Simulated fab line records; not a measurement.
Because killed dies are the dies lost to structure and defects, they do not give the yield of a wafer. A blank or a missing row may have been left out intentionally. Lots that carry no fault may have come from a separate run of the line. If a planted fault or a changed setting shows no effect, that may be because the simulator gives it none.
Matching of chambers | flow n5-finfet | pecvd-01 running N5_BEOL_M1_DEP_57: 3 sister chambers
The step deposits SiCN from 3MS/NH3, target thk 8 nm, time 14 s. 20 wafers are shown with their chamber, then 10 later ones without.

== EACH WAFER AND ITS CHAMBER ==
wafer  | chamber | throttle-valve-pct (%) | showerhead-plenum-p-Torr (Torr)
L078.1 | 2       | 8.7                    | 3.672
L078.2 | 1       | 8.5                    | 3.663
L078.3 | 0       | 9.3                    | 3.683
L078.4 | 0       | 9.4                    | 3.684
L078.5 | 1       | 8.7                    | 3.657
L078.6 | 2       | 9.0                    | 3.668
L079.1 | 1       | 8.6                    | 3.661
L079.2 | 2       | 8.9                    | 3.669
L079.3 | 0       | 9.5                    | 3.690
L079.4 | 1       | 8.4                    | 3.657
L079.5 | 2       | 9.0                    | 3.682
L079.6 | 0       | 9.5                    | 3.688
L085.2 | 0       | 9.5                    | 3.674
L085.3 | 2       | 9.0                    | 3.672
L085.5 | 2       | 9.1                    | 3.676
L086.1 | 0       | 9.4                    | 3.689
L086.5 | 1       | 8.7                    | 3.657
L086.6 | 0       | 9.7                    | 3.674
L088.1 | 0       | 9.7                    | 3.689
L088.3 | 0       | 9.7                    | 3.685

SIGNATURES (averages over the wafers above)
reading                  | chamber 0 | chamber 1 | chamber 2 | scatter within a chamber
throttle-valve-pct       | 9.522     | 8.580     | 8.950     | 0.141
showerhead-plenum-p-Torr | 3.68400   | 3.65900   | 3.67317   | 0.00525
Rule: distance of a wafer from a chamber = root of the sum over the readings of ((wafer's reading minus chamber's mean) / reading's scatter) squared. The wafer belongs to the nearest chamber; if the next one is less than 2 further off, it can't be placed. The scatter: take each reading less its chamber's mean, square it, sum over the shown wafers, divide by the number of wafers less the number of chambers, and take the root.

== WAFERS WHOSE CHAMBER IS MISSING ==
wafer  | throttle-valve-pct (%) | showerhead-plenum-p-Torr (Torr)
L088.5 | 8.4                    | 3.656
L091.1 | 9.5                    | 3.677
L091.2 | 8.7                    | 3.650
L091.5 | 8.7                    | 3.648
L092.1 | 8.7                    | 3.662
L092.2 | 9.6                    | 3.690
L092.3 | 7.9                    | 3.662
L094.2 | 8.4                    | 3.657
L094.4 | 8.0                    | 3.672
L094.5 | 8.6                    | 3.655

== WHICH CHAMBER EACH WENT THROUGH ==
wafer  | from the rows above     | in truth
L088.5 | 1                       | 1
L091.1 | 0                       | 0
L091.2 | 1                       | 1
L091.5 | 1                       | 1
L092.1 | can't be placed: 1 or 2 | 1
L092.2 | 0                       | 0
L092.3 | 1                       | 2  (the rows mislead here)
L094.2 | 1                       | 1
L094.4 | can't be placed: 1 or 2 | 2
L094.5 | 1                       | 1
Correctly placed: 7 of 10. Unplaceable from these rows: 2, with the true chamber sitting among the candidates in 2. Placed wrongly: 1.
